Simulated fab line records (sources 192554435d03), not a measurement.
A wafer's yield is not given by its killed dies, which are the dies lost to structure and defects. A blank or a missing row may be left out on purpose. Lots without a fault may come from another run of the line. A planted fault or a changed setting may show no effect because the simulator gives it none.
Lot-split experiment    flow n5 finfet    7 lots, 39 wafers read, on a route of 1938 steps

== SPLIT DETAILS ==
At N5_MOL_CONTACT_COAG_ETCH_124 (etches SiNx in CH3F/O2, stops on SiOC, target depth 6.5 nm), the setting source w was moved away from the recipe's 395 W on 18 of the 39 wafers read, by -14.5% to +14.6%. For the rest of the wafers, this setting stayed at what the recipe calls for.

The split's own step is where the reading is taken.

== THE READING ==
rf vpp V, in V, at N5_MOL_CONTACT_COAG_ETCH_124 (etches SiNx in CH3F/O2, stops on SiOC, target depth 6.5 nm). A value of 297 V with a standard deviation of 4.2 V is what fault-free wafers of this fab line usually give.

wafer   tool, chamber at the split  source w as run, W  against the recipe  rf vpp V, V  against lot-mates on the recipe
L074.1  rie diel-01, 3              337.9               -14.5%              317          +13
L074.2  rie diel-01, 1              337.9               -14.5%              321          +17
L074.3  rie diel-01, 2              337.9               -14.5%              325          +21
L074.4  rie diel-01, 0              395                 recipe              305          -
L074.5  rie diel-01, 1              395                 recipe              299          -
L074.6  rie diel-01, 0              395                 recipe              308          -
L077.1  rie diel-04, 3              395                 recipe              296          -
L077.2  rie diel-04, 2              439.4               +11.2%              278          -15
L077.3  rie diel-04, 1              395                 recipe              293          -
L077.4  rie diel-04, 0              439.4               +11.2%              281          -12
L077.5  rie diel-04, 2              395                 recipe              291          -
L077.6  rie diel-04, 3              439.4               +11.2%              282          -11
L080.1  rie diel-02, 3              341.9               -13.4%              319          +18
L080.2  rie diel-02, 0              395                 recipe              298          -
L080.3  rie diel-02, 2              395                 recipe              303          -
L080.4  rie diel-02, 2              395                 recipe              303          -
L080.5  rie diel-02, 0              341.9               -13.4%              319          +18
L080.6  rie diel-02, 3              341.9               -13.4%              319          +18
L082.1  rie diel-02, 2              395                 recipe              304          -
L082.2  rie diel-02, 3              395                 recipe              298          -
L082.3  rie diel-02, 0              416.1               +5.3%               291          -9
L082.4  rie diel-02, 2              416.1               +5.3%               297          -3
L082.5  rie diel-02, 3              416.1               +5.3%               292          -8
L082.6  rie diel-02, 0              395                 recipe              297          -
L089.1  rie diel-04, 0              339.1               -14.2%              316          +23
L089.2  rie diel-04, 3              395                 recipe              296          -
L089.3  rie diel-04, 2              339.1               -14.2%              314          +21
L089.4  rie diel-04, 1              395                 recipe              289          -
L089.5  rie diel-04, 1              339.1               -14.2%              313          +20
L089.6  rie diel-04, 0              395                 recipe              295          -
L090.4  rie diel-04, 0              395                 recipe              294          -
L090.5  rie diel-04, 3              395                 recipe              296          -
L090.6  rie diel-04, 0              395                 recipe              295          -
L094.1  rie diel-04, 3              452.7               +14.6%              277          -17
L094.2  rie diel-04, 1              452.7               +14.6%              273          -21
L094.3  rie diel-04, 2              452.7               +14.6%              273          -21
L094.4  rie diel-04, 3              395                 recipe              295          -
L094.5  rie diel-04, 2              395                 recipe              293          -
L094.6  rie diel-04, 1              395                 recipe              293          -

FIT RESULTS
A straight line over all 39 wafers: rf vpp V changes by -1.48 V for each +1% of source w; r = -0.95; the points scatter about the line by 4.3 V.
The same after taking each lot's own level away (the mean of its wafers on the recipe; 39 wafers): -1.29 V for each +1%; r = -0.98; scatter 2.6 V.
According to that fit, moving source w by its largest amount changes the reading by 19 V.
The lots' own levels span 293.3 to 304.0 V, that is 2.5 times the standard deviation above.
So the slope is not independent of the lot-to-lot level: the two fits are not the same.
Check: with one of the wafers moved furthest among these (+14.6%) left out of the fit, the line predicts -18.9 V for it against its lot-mates. Against them it came out at -16.7 V.
Tool readings at the split's step, against how far the setting was moved: rf vpp V r = -0.95.

== ADDITIONAL SPLITS CARRIED BY THESE WAFERS ==
Other splits were also applied to these wafers ahead of the reading. Each is held against what the fit with the lots' levels taken away leaves over:
other split on the same wafers     wafers away from the commonest value  r with rf vpp V (lot level and that fit taken away)
N5_WELL_APT_IMPLANT_32 energy kev  15                                    -0.04
N5_WELL_APT_EPI_41 time s          12                                    +0.02
N5_DUMMY_GATE_HM_DEP_06 time s     30                                    +0.14
N5_DUMMY_GATE_ETCH_37 source w     9                                     -0.19
N5_SPACER0_ALD_07 target thk a     15                                    +0.05
N5_SD_EPI_P_EPI_21 time s          12                                    +0.01
N5_HKMG_FIN_ETCH_32 source w       15                                    +0.01

== FILE'S OWN FIT ==
rf vpp V changes by -1.29 V for each +1% of source w, r = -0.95.
